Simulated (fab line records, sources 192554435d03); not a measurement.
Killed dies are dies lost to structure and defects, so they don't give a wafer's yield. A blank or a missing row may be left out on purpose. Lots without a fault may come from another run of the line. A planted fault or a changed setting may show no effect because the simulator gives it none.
Chamber matching | flow n5_finfet | N5_DUMMY_GATE_STRIP_41 on rie_diel-02: 4 sister chambers
The step strips in O2. 8 wafers are shown with their chamber, then 12 later ones without.

WAFERS WITH THEIR CHAMBER
wafer  | chamber | drypump_motor_current_A (A) | showerhead_plenum_p_Torr (Torr)
L088.4 | 2       | 6.0                         | 2.05
L089.2 | 0       | 4.8                         | 2.16
L089.5 | 3       | 5.9                         | 2.01
L090.4 | 3       | 5.9                         | 2.01
L090.5 | 1       | 5.6                         | 2.02
L091.1 | 1       | 5.6                         | 2.01
L091.4 | 2       | 6.1                         | 2.05
L091.6 | 0       | 4.8                         | 2.16

WAFERS WITHOUT THEIR CHAMBER
wafer  | drypump_motor_current_A (A) | showerhead_plenum_p_Torr (Torr)
L092.1 | 5.9                         | 2.01
L092.2 | 5.6                         | 2.01
L092.5 | 4.8                         | 2.16
L093.1 | 5.9                         | 2.01
L093.3 | 5.6                         | 2.01
L093.5 | 6.1                         | 2.05
L094.1 | 6.0                         | 2.04
L094.4 | 5.6                         | 2.01
L094.5 | 5.9                         | 2.01
L096.1 | 5.9                         | 2.01
L096.2 | 5.6                         | 2.01
L096.3 | 4.8                         | 2.16

WHICH CHAMBER EACH WENT THROUGH
wafer  | from the rows above | in truth
L092.1 | 3                   | 3
L092.2 | 1                   | 1
L092.5 | 0                   | 0
L093.1 | 3                   | 3
L093.3 | 1                   | 1
L093.5 | 2                   | 2
L094.1 | 2                   | 2
L094.4 | 1                   | 1
L094.5 | 3                   | 3
L096.1 | 3                   | 3
L096.2 | 1                   | 1
L096.3 | 0                   | 0
Placed correctly: 12 of 12. Can't be placed from these rows: 0. Placed wrongly: 0.
How it was worked out, from the rows above alone: a wafer's distance from a chamber is the root of the sum, over the readings, of the square of ((its reading less the chamber's mean) divided by the reading's scatter). The wafer belongs to the nearest chamber; if the next one is less than 2 further off, it can't be placed. A chamber's mean is the mean of its shown wafers. The scatter: the root of (the sum of the squares of (reading less its chamber's mean) over the shown wafers, divided by (wafers less chambers)).
